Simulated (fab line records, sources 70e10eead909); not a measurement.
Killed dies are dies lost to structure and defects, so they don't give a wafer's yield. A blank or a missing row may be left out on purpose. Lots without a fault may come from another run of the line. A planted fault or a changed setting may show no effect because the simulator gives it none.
Chamber matching | flow nand_harc | NHARC_P_GATE_DESCUM_13 on rie_diel-12: 4 sister chambers
The step chemistry O2, time 3 s. 14 wafers are shown with their chamber, then 7 later ones without.

WAFERS WITH THEIR CHAMBER
wafer  | chamber | showerhead_plenum_p_Torr (Torr) | oes_product_au (a.u.) | throttle_valve_pct (%)
L074.3 | 3       | 1.84                            | 1.011                 | 11.319
L074.4 | 1       | 2.03                            | 0.989                 | 11.313
L074.5 | 1       | 2.03                            | 0.993                 | 11.315
L075.1 | 0       | 1.92                            | 0.988                 | 11.316
L075.4 | 1       | 2.03                            | 0.991                 | 11.305
L075.5 | 2       | 1.89                            | 1.005                 | 11.318
L076.2 | 1       | 2.02                            | 0.987                 | 11.303
L076.4 | 3       | 1.84                            | 0.996                 | 11.311
L076.6 | 2       | 1.89                            | 1.007                 | 11.317
L078.3 | 0       | 1.92                            | 0.991                 | 11.309
L078.4 | 3       | 1.84                            | 1.001                 | 11.303
L078.6 | 3       | 1.84                            | 1.008                 | 11.321
L079.1 | 0       | 1.92                            | 0.989                 | 11.314
L079.2 | 2       | 1.89                            | 1.007                 | 11.319

SIGNATURES (means of the wafers above)
reading                  | chamber 0 | chamber 1 | chamber 2 | chamber 3 | scatter within a chamber
showerhead_plenum_p_Torr | 1.9200    | 2.0275    | 1.8900    | 1.8400    | 0.00274
oes_product_au           | 0.98933   | 0.99000   | 1.00633   | 1.00400   | 0.00407
throttle_valve_pct       | 11.31300  | 11.30900  | 11.31800  | 11.31350  | 0.00579
Rule: a wafer's distance from a chamber is the root of the sum, over the readings, of the square of ((its reading less the chamber's mean) divided by the reading's scatter). The wafer belongs to the nearest chamber; if the next one is less than 2 further off, it can't be placed. The scatter: the root of (the sum of the squares of (reading less its chamber's mean) over the shown wafers, divided by (wafers less chambers)).

WAFERS WITHOUT THEIR CHAMBER
wafer  | showerhead_plenum_p_Torr (Torr) | oes_product_au (a.u.) | throttle_valve_pct (%)
L079.5 | 1.89                            | 1.004                 | 11.305
L094.2 | 2.02                            | 0.996                 | 11.309
L094.3 | 1.91                            | 0.999                 | 11.297
L094.4 | 1.88                            | 1.021                 | 11.312
L095.1 | 1.84                            | 1.004                 | 11.323
L095.2 | 1.88                            | 1.018                 | 11.302
L095.4 | 1.84                            | 1.013                 | 11.312

WHICH CHAMBER EACH WENT THROUGH
wafer  | from the rows above | in truth
L079.5 | 2                   | 2
L094.2 | 1                   | 1
L094.3 | 0                   | 0
L094.4 | 2                   | 2
L095.1 | 3                   | 3
L095.2 | 2                   | 2
L095.4 | 3                   | 3
Placed correctly: 7 of 7. Can't be placed from these rows: 0. Placed wrongly: 0.
